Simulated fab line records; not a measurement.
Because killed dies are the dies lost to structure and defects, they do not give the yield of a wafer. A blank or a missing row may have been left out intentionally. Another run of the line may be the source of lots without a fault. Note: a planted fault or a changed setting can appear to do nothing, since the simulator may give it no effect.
Lot-split experiment :: flow n5Finfet :: 7 lots, 21 wafers read, on a route of 1938 steps

== SPLIT DETAILS ==
At N5_BEOL_M5_COAT_22 (resist thk 30 nm), the setting spinRpm was moved away from the recipe's 1500 rpm on 6 of the 21 wafers read, by -8.5% to +7.1%. This setting was run at the recipe's value on the other wafers.

== FROM THE SPLIT TO THE READING: what the file shows between them, 4 steps ==
- N5_BEOL_M5_EBR_24
- N5_BEOL_M5_SOFTBAKE_23: time 60 s
- N5_BEOL_M5_EXPOSE_25: exposes mask V4, defocus 10 nm
- N5_BEOL_M5_PEB_26: peb time 60 s

== THE READING ==
CAR-EUV_of_BEOL_M5_COAT_22.thkNm (the simulator's own value, which no gauge read), in nm, at N5_BEOL_M5_DEVELOP_27 (develop time 30 s). There is no usual value for it anywhere in the file. Average 29.5 nm, standard deviation 0.088 nm, over the 15 wafers here run with the recipe.

wafer: L077.2
tool, chamber at the split: lithoTrack-05, 0
spinRpm as run, rpm: 1422
against the recipe: -5.2%
CAR-EUV_of_BEOL_M5_COAT_22.thkNm, nm: 30.4
against lot-mates on the recipe: +0.8

wafer: L077.5
tool, chamber at the split: lithoTrack-05, 0
spinRpm as run, rpm: 1422
against the recipe: -5.2%
CAR-EUV_of_BEOL_M5_COAT_22.thkNm, nm: 30.4
against lot-mates on the recipe: +0.8

wafer: L077.3
tool, chamber at the split: lithoTrack-05, 0
spinRpm as run, rpm: 1500
against the recipe: recipe
CAR-EUV_of_BEOL_M5_COAT_22.thkNm, nm: 29.6
against lot-mates on the recipe: -

wafer: L080.2
tool, chamber at the split: lithoTrack-03, 0
spinRpm as run, rpm: 1500
against the recipe: recipe
CAR-EUV_of_BEOL_M5_COAT_22.thkNm, nm: 29.6
against lot-mates on the recipe: -

wafer: L080.4
tool, chamber at the split: lithoTrack-03, 0
spinRpm as run, rpm: 1500
against the recipe: recipe
CAR-EUV_of_BEOL_M5_COAT_22.thkNm, nm: 29.6
against lot-mates on the recipe: -

wafer: L080.6
tool, chamber at the split: lithoTrack-03, 0
spinRpm as run, rpm: 1500
against the recipe: recipe
CAR-EUV_of_BEOL_M5_COAT_22.thkNm, nm: 29.6
against lot-mates on the recipe: -

wafer: L083.3
tool, chamber at the split: lithoTrack-03, 0
spinRpm as run, rpm: 1607
against the recipe: +7.1%
CAR-EUV_of_BEOL_M5_COAT_22.thkNm, nm: 28.6
against lot-mates on the recipe: -1.0

wafer: L083.5
tool, chamber at the split: lithoTrack-03, 0
spinRpm as run, rpm: 1500
against the recipe: recipe
CAR-EUV_of_BEOL_M5_COAT_22.thkNm, nm: 29.6
against lot-mates on the recipe: -

wafer: L083.6
tool, chamber at the split: lithoTrack-03, 0
spinRpm as run, rpm: 1500
against the recipe: recipe
CAR-EUV_of_BEOL_M5_COAT_22.thkNm, nm: 29.6
against lot-mates on the recipe: -

wafer: L090.1
tool, chamber at the split: lithoTrack-03, 0
spinRpm as run, rpm: 1546
against the recipe: +3.1%
CAR-EUV_of_BEOL_M5_COAT_22.thkNm, nm: 29
against lot-mates on the recipe: -0.6

wafer: L090.3
tool, chamber at the split: lithoTrack-03, 0
spinRpm as run, rpm: 1546
against the recipe: +3.1%
CAR-EUV_of_BEOL_M5_COAT_22.thkNm, nm: 29
against lot-mates on the recipe: -0.6

wafer: L090.6
tool, chamber at the split: lithoTrack-03, 0
spinRpm as run, rpm: 1500
against the recipe: recipe
CAR-EUV_of_BEOL_M5_COAT_22.thkNm, nm: 29.6
against lot-mates on the recipe: -

wafer: L095.1
tool, chamber at the split: lithoTrack-01, 0
spinRpm as run, rpm: 1500
against the recipe: recipe
CAR-EUV_of_BEOL_M5_COAT_22.thkNm, nm: 29.4
against lot-mates on the recipe: -

wafer: L095.2
tool, chamber at the split: lithoTrack-01, 0
spinRpm as run, rpm: 1500
against the recipe: recipe
CAR-EUV_of_BEOL_M5_COAT_22.thkNm, nm: 29.6
against lot-mates on the recipe: -

wafer: L095.5
tool, chamber at the split: lithoTrack-01, 0
spinRpm as run, rpm: 1500
against the recipe: recipe
CAR-EUV_of_BEOL_M5_COAT_22.thkNm, nm: 29.6
against lot-mates on the recipe: -

wafer: L096.2
tool, chamber at the split: lithoTrack-05, 0
spinRpm as run, rpm: 1373
against the recipe: -8.5%
CAR-EUV_of_BEOL_M5_COAT_22.thkNm, nm: 30.8
against lot-mates on the recipe: +1.4

wafer: L096.3
tool, chamber at the split: lithoTrack-05, 0
spinRpm as run, rpm: 1500
against the recipe: recipe
CAR-EUV_of_BEOL_M5_COAT_22.thkNm, nm: 29.4
against lot-mates on the recipe: -

wafer: L096.6
tool, chamber at the split: lithoTrack-05, 0
spinRpm as run, rpm: 1500
against the recipe: recipe
CAR-EUV_of_BEOL_M5_COAT_22.thkNm, nm: 29.4
against lot-mates on the recipe: -

wafer: L097.1
tool, chamber at the split: lithoTrack-05, 0
spinRpm as run, rpm: 1500
against the recipe: recipe
CAR-EUV_of_BEOL_M5_COAT_22.thkNm, nm: 29.6
against lot-mates on the recipe: -

wafer: L097.2
tool, chamber at the split: lithoTrack-05, 0
spinRpm as run, rpm: 1500
against the recipe: recipe
CAR-EUV_of_BEOL_M5_COAT_22.thkNm, nm: 29.6
against lot-mates on the recipe: -

wafer: L097.3
tool, chamber at the split: lithoTrack-05, 0
spinRpm as run, rpm: 1500
against the recipe: recipe
CAR-EUV_of_BEOL_M5_COAT_22.thkNm, nm: 29.4
against lot-mates on the recipe: -

FIT RESULTS
A straight line over all 21 wafers: CAR-EUV_of_BEOL_M5_COAT_22.thkNm changes by -0.151 nm for each +1% of spinRpm; r = -0.98; the points scatter about the line by 0.091 nm.
The same after taking each lot's own level away (the mean of its wafers on the recipe; 21 wafers): -0.159 nm for each +1%; r = -0.99; scatter 0.073 nm.
On that fit, the largest move of spinRpm shifts the reading by 1.3 nm.
The span of the lots' own levels, 29.40 to 29.60 nm, comes to 2.3 times the standard deviation stated above.
The two slopes are in agreement: the lot-to-lot level therefore moves the slope only a little.
Check: for one of the wafers moved furthest among these (-8.5%), held out of the fit, the line's prediction against its lot-mates is +1.3 nm. It came out at +1.4 nm against them.

== OTHER SPLITS APPLIED TO THESE WAFERS ==
Other splits were also applied to these wafers ahead of the reading. Each is held against what the fit with the lots' levels taken away leaves over:
other split on the same wafers: N5_BEOL_M1_EXPOSE_25 doseMj
wafers away from the commonest value: 6
r with CAR-EUV_of_BEOL_M5_COAT_22.thkNm (lot level and that fit taken away): +0.02

other split on the same wafers: N5_BEOL_M3_TRENCH_ETCH_37 timeS
wafers away from the commonest value: 4
r with CAR-EUV_of_BEOL_M5_COAT_22.thkNm (lot level and that fit taken away): +0.07

other split on the same wafers: N5_BEOL_M3_ETCH_41 targetDepthA
wafers away from the commonest value: 8
r with CAR-EUV_of_BEOL_M5_COAT_22.thkNm (lot level and that fit taken away): +0.18

other split on the same wafers: N5_BEOL_M3_SPUTTER_86 timeS
wafers away from the commonest value: 6
r with CAR-EUV_of_BEOL_M5_COAT_22.thkNm (lot level and that fit taken away): +0.04

other split on the same wafers: N5_BEOL_M4_ETCH_70 timeS
wafers away from the commonest value: 5
r with CAR-EUV_of_BEOL_M5_COAT_22.thkNm (lot level and that fit taken away): +0.01

other split on the same wafers: N5_BEOL_M5_COAT_74 spinRpm
wafers away from the commonest value: 5
r with CAR-EUV_of_BEOL_M5_COAT_22.thkNm (lot level and that fit taken away): -0.01

== THE WHOLE CHAIN: every reading that the file lists as answering this split, in the file's order ==
step: N5_BEOL_M5_COAT_22
what it does: resist thk 30 nm
reading: CAR-EUV_of_BEOL_M5_COAT_22.thkNm (the simulator's own value, which no gauge read)
change (the file's fit): -0.15 nm for each +1% of the setting
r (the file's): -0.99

step: N5_BEOL_M5_DEVELOP_27
what it does: develop time 30 s
reading: CAR-EUV_of_BEOL_M5_COAT_22.thkNm (the simulator's own value, which no gauge read)
change (the file's fit): -0.157 nm for each +1% of the setting
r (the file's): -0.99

== THE FILE'S OWN FIT ==
CAR-EUV_of_BEOL_M5_COAT_22.thkNm changes by -0.157 nm for each +1% of spinRpm, r = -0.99.
